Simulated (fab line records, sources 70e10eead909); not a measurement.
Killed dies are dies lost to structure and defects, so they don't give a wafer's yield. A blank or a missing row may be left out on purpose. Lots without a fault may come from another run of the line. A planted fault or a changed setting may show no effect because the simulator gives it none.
Problem report in the 8D (eight disciplines) form, filled by code | flow nand_harc | the parts of the form that need people (team, actions taken, sign-off) are left out

1. THE PROBLEM
thk_nm at NHARC_A_ONON_D1_THK_MEAS_30 reads a mean of 1828 nm on 6 wafers of 2 lots; wafers without a fault read 1000 nm with a standard deviation of 12. That is +69 standard deviations from the usual mean.
The step: measures by ellipsometry.
First seen on wafer L933.1, day 12 06:10, on film_metro-02. The record holds 42 wafers of 14 lots with a number at this step. Rule for "out", or "out of limits": more than 4 standard deviations from the usual mean. The other wafers with a number count as sound.

2. WHAT IT IS AND WHAT IT IS NOT
question                    | is                           | is not
which readings at this step | thk_nm                       | -
which lots                  | L933, L935                   | L919, L920, L921, L922, L923, L924, L925, L926, L927, L934, L936, L939
which wafers of those lots  | all that have a number       | -
read on which gauges        | film_metro-01, film_metro-02 | -
when                        | from day 12 06:10            | up to then (30 sound wafers); but 6 sound wafers of L936, L939 came after

3. SUSPECTS, AND WHAT RULES EACH OUT
Counting: a tool at a process step up to the reading stays a suspect if it ran every lot that is out and no sound lot after the first of them.
- the gauge at NHARC_A_ONON_D1_THK_MEAS_30: ruled out. The wafers that are out were read on 2 gauges (film_metro-01, film_metro-02).
- pecvd_onon-03 at NHARC_A_ONON_D1_DEP_28 (target thk 1000 nm): kept. It ran every lot that is out, first L933 (day 12 05:38), and no sound lot after that; its last sound lot up to then is L927 (day 10 09:39).
Left after counting: pecvd_onon-03 at NHARC_A_ONON_D1_DEP_28.

4. THE CAUSE (what the simulator had put in)
Process parameter drift: pecvd_onon-03, from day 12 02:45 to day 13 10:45, at NHARC_A_ONON_D1_DEP_28. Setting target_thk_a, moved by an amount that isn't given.
Counting left only this tool.

5. THE CHAIN OF EFFECTS, in route order
Each row: a reading whose mean over the struck wafers that have a number lies more than 3 standard deviations from the usual. Only readings for which the record gives a usual standard deviation are gone through. hours: the time from each lot's start at the first step in this table that gives one to its start at this step, as a median over the lots. sigmas: the change in usual standard deviations.
hours | step                        | reading         | usual   | on struck wafers | change | sigmas
0     | NHARC_A_ONON_D1_THK_MEAS_30 | thk_nm          | 1000 nm | 1828             | +828   | +69
273   | NHARC_END_SORT_01           | killed_at_array | 24      | 673              | +649   | +77
273   | NHARC_END_SORT_01           | killed_dies     | 27      | 677              | +650   | +76

6. WHAT WOULD HAVE CAUGHT IT SOONER
In this record the first reading out of limits at a measuring or inspecting step was taken at day 12 06:10, 3 hours after the fault began at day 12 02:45.
Of the lots that are out (2), L935 began NHARC_A_ONON_D1_DEP_28 on pecvd_onon-03 after day 12 06:10. A hold on the tool at that time would have spared it.
